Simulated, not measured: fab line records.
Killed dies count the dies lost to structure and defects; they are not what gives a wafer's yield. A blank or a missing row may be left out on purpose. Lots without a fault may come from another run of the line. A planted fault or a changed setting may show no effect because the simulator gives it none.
Matching of chambers / flow nand_harc / NHARC_A_CONTACT_DESCUM_13 on rie_diel-05 has 4 sister chambers
The step chemistry O2, time 3 s. 7 wafers are shown with their chamber, then 8 later ones without.

WAFERS, EACH WITH ITS CHAMBER
wafer=L081.2; chamber=1; showerhead_plenum_p_Torr (Torr)=1.83; drypump_motor_current_A (A)=6.0
wafer=L084.1; chamber=2; showerhead_plenum_p_Torr (Torr)=2.05; drypump_motor_current_A (A)=6.3
wafer=L084.6; chamber=0; showerhead_plenum_p_Torr (Torr)=1.78; drypump_motor_current_A (A)=5.9
wafer=L083.1; chamber=3; showerhead_plenum_p_Torr (Torr)=1.84; drypump_motor_current_A (A)=4.8
wafer=L083.3; chamber=2; showerhead_plenum_p_Torr (Torr)=2.04; drypump_motor_current_A (A)=6.4
wafer=L083.5; chamber=0; showerhead_plenum_p_Torr (Torr)=1.78; drypump_motor_current_A (A)=5.9
wafer=L091.1; chamber=3; showerhead_plenum_p_Torr (Torr)=1.84; drypump_motor_current_A (A)=4.8

WAFERS WITH NO CHAMBER GIVEN
wafer=L091.3; showerhead_plenum_p_Torr (Torr)=2.04; drypump_motor_current_A (A)=6.4
wafer=L091.6; showerhead_plenum_p_Torr (Torr)=1.84; drypump_motor_current_A (A)=4.8
wafer=L094.1; showerhead_plenum_p_Torr (Torr)=1.83; drypump_motor_current_A (A)=4.8
wafer=L094.3; showerhead_plenum_p_Torr (Torr)=2.04; drypump_motor_current_A (A)=6.4
wafer=L094.6; showerhead_plenum_p_Torr (Torr)=1.82; drypump_motor_current_A (A)=6.0
wafer=L092.1; showerhead_plenum_p_Torr (Torr)=1.77; drypump_motor_current_A (A)=5.9
wafer=L092.2; showerhead_plenum_p_Torr (Torr)=2.04; drypump_motor_current_A (A)=6.3
wafer=L092.6; showerhead_plenum_p_Torr (Torr)=1.77; drypump_motor_current_A (A)=5.9

CHAMBER TAKEN BY EACH
wafer=L091.3; from the rows above=2; in truth=2
wafer=L091.6; from the rows above=3; in truth=3
wafer=L094.1; from the rows above=3; in truth=3
wafer=L094.3; from the rows above=2; in truth=2
wafer=L094.6; from the rows above=1; in truth=1
wafer=L092.1; from the rows above=0; in truth=0
wafer=L092.2; from the rows above=2; in truth=2
wafer=L092.6; from the rows above=0; in truth=0
Correctly placed: 8 of 8. Can't be placed from these rows: 0. 0 placed wrongly.
How it was worked out, from the rows above alone: a wafer's distance from a chamber is the root of the sum, over the readings, of the square of ((its reading less the chamber's mean) divided by the reading's scatter). If the next closest chamber is less than 2 further off than the closest, the wafer can't be placed; otherwise it belongs to the closest. For every chamber, the mean is computed from those of its wafers that are shown. How the scatter is found: for the shown wafers, subtract from each reading the mean of its chamber, square and add these, divide the total by (wafers less chambers), then take the root.
